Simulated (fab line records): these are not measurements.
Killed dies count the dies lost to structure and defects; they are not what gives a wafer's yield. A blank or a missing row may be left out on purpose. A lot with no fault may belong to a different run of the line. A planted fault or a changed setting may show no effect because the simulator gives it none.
Chamber matching -- flow nand harc -- NHARC_A_CONTACT_ETCH_110 on rie diel-01: 4 sister chambers
The step etches the open film in CF4/O2, target depth 60 nm, overetch 6 nm, time 33 s. 16 wafers are shown with their chamber, then 8 later ones without.

== EACH WAFER AND ITS CHAMBER ==
wafer,chamber,drypump motor current A (A),showerhead plenum p Torr (Torr),run length s (s)
L217.2,0,6.5,1.33,53.7
L217.3,2,5.8,1.38,55.0
L217.6,2,5.8,1.38,54.9
L225.1,1,5.3,1.35,54.4
L225.2,3,5.5,1.27,53.7
L225.4,0,6.5,1.33,54.0
L231.1,1,5.3,1.35,54.2
L231.4,3,5.5,1.26,53.3
L231.5,3,5.5,1.26,53.7
L232.1,2,5.9,1.38,54.7
L232.2,3,5.5,1.26,53.8
L232.3,1,5.3,1.35,54.4
L233.1,0,6.5,1.32,54.2
L233.5,3,5.5,1.26,53.3
L233.6,0,6.5,1.32,53.6
L235.1,1,5.3,1.35,54.1

SIGNATURES (means of the wafers above)
reading,chamber 0,chamber 1,chamber 2,chamber 3,scatter within a chamber
drypump motor current A,6.500,5.300,5.833,5.500,0.0236
showerhead plenum p Torr,1.3250,1.3500,1.3800,1.2620,0.00387
run length s,53.875,54.275,54.867,53.560,0.219
Rule: for each reading, subtract the chamber's mean from the wafer's reading, divide by that reading's scatter and square the result; add these up over the readings and take the root, which gives the wafer's distance from the chamber. If the next closest chamber is less than 2 further off than the closest, the wafer can't be placed; otherwise it belongs to the closest. The scatter: take each reading less its chamber's mean, square it, sum over the shown wafers, divide by the number of wafers less the number of chambers, and take the root.

== WAFERS WITHOUT THEIR CHAMBER ==
wafer,drypump motor current A (A),showerhead plenum p Torr (Torr),run length s (s)
L235.3,5.5,1.26,53.5
L235.6,5.3,1.35,54.1
L238.1,6.5,1.32,53.7
L238.2,5.5,1.26,53.9
L238.5,5.2,1.35,54.3
L240.2,5.5,1.26,53.9
L240.3,5.9,1.38,54.7
L240.5,5.8,1.38,54.8

== EACH ONE'S CHAMBER ==
wafer,from the rows above,in truth
L235.3,3,3
L235.6,1,1
L238.1,0,0
L238.2,3,3
L238.5,1,1
L240.2,3,3
L240.3,2,2
L240.5,2,2
Correctly placed: 8 of 8. Number that these rows cannot place: 0. Placed wrongly: 0.
